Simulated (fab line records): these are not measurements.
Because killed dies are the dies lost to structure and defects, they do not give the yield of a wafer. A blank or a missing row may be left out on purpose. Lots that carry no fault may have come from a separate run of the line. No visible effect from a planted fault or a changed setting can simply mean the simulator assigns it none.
Struck lot and sound lot, side by side	flow nandHarc	15 out of 1159 route steps
Sound: these wafers, L668.2, L668.3, L668.5. Struck: wafers L674.2, L674.6. (L674.1 of the same lot was not struck and is left out.) The cause comes at the end.
For every step that has rows: the tool of each side, followed by ch and its chambers, followed by its first start. Under that, the readings that differ: sound wafers	struck wafers	difference of the means	sigmas: that difference in standard deviations of wafers without a fault.
alike: words and numbers the same on both sides, and readings whose means are apart by under 2 such deviations; not compared: readings that were withheld, readings missing a value for some wafer, numbers with overlapping values and no deviation given by the record, and bounds like >300 which may hide the same value.
Wherever a step has rows on one side only, a row that says differs or no value, or a row with sigmas, the two part there. Numbers that have no deviation but don't overlap get no sigmas and don't part them. A reading that every wafer of one side lacks parts them only if that side has two wafers or more.

NHARC_A_CHANNEL_HOLE_D1_CD_MEAS_30:
  sound: cdSem-03 at day 8 21:38; struck: cdSem-02 at day 10 05:34
  alike: cdNm
NHARC_A_CHANNEL_HOLE_D1_XSEM_31:
  sound on xsem-01 ch 0, day 8 21:44; struck on xsem-02 ch 0, day 10 05:40
reading	sound	struck	difference	sigmas
bowNm (nm)	8.47 8.44 8.46	8.99 8.93	+0.50	+2
  alike: botCdNm, tiltDeg
NHARC_A_CHANNEL_HOLE_D1_INSPECT_40:
  sound: defectInspect-01 at day 8 21:50; struck: defectInspect-01 at day 10 05:46
  alike: rawDefectCount
then, 3 steps without rows for these wafers: NHARC_A_CHANNEL_FILL_D1_PRECLEAN_00 (cleans in SC1); NHARC_A_CHANNEL_FILL_D1_SRD_01; NHARC_A_CHANNEL_FILL_D1_ALD_02 (deposits SiO2, target thk 6 nm, pulse time 10 s, ald cycles 60).
NHARC_A_CHANNEL_FILL_D1_ALD_03: deposits SiNx, target thk 6 nm, pulse time 60 s, ald cycles 58.
  sound: aldSinBatch-01 ch 0; struck: aldSinBatch-01 ch 0
  alike: precursorPulseHeightRel
NHARC_A_CHANNEL_FILL_D1_ALD_14: deposits SiO2, target thk 2.5 nm, pulse time 10 s, ald cycles 25.
  sound on aldHk-01 ch 0,1,2, day 9 07:22; struck on aldHk-03 ch 1,3, day 10 12:55
  alike: heaterPowerOuterW, heaterPowerW, precursorPulseHeightRel
NHARC_A_CHANNEL_FILL_D1_ALD_15: deposits SiNx, target thk 2 nm, pulse time 60 s, ald cycles 19.
  sound: aldSinBatch-01 ch 0; struck: aldSinBatch-01 ch 0
  alike: precursorPulseHeightRel
then, 3 steps without rows for these wafers: NHARC_A_CHANNEL_FILL_D1_ALD_16 (deposits SiO2, target thk 1.5 nm, pulse time 10 s, ald cycles 15); NHARC_A_CHANNEL_FILL_D1_ANNEAL_17 (time 1800 s); NHARC_A_CHANNEL_FILL_D1_CVD_18 (deposits poly-Si, target thk 3 nm).
NHARC_A_CHANNEL_FILL_D1_ETCHBACK_19: etches the open film in HBr/Cl2, target depth 5 nm, time 1.7 s.
  sound on rieSi-06 ch 0,2, day 10 01:17; struck on rieSi-04 ch 1,2, day 11 06:00
reading	sound	struck	difference	sigmas
oesProductAu (a.u.)	1.005 0.999 1.001	1.332 1.337	+0.333	+42
  alike: drypumpMotorCurrentA, throttleValvePct
  not compared: rfHoursCounterH
NHARC_A_CHANNEL_FILL_D1_ETCHBACK_20: etches the open film in C4F8/O2/Ar, target depth 27 nm, time 13.5 s.
  sound on rieDiel-13 ch 1,2, day 10 01:25; struck on rieDiel-13 ch 0,2, day 11 06:08
  alike: oesProductAu, rfVppV
  not compared: rfHoursCounterH
-- break in the record here, with 10 days between the starts of the struck wafers on either side (left off in module A_CHANNEL_FILL_D1, picked up again in module END, where the first step shown is number 1159 on the route) --
NHARC_END_SORT_01:
  the record has rows for the struck wafers here (prober-01 ch 0, day 20 22:35) and none for the sound ones

## WHERE THEY PART
At NHARC_A_CHANNEL_HOLE_D1_XSEM_31 first; at NHARC_END_SORT_01 last (within this record only).

WHY: whatever the simulator had introduced
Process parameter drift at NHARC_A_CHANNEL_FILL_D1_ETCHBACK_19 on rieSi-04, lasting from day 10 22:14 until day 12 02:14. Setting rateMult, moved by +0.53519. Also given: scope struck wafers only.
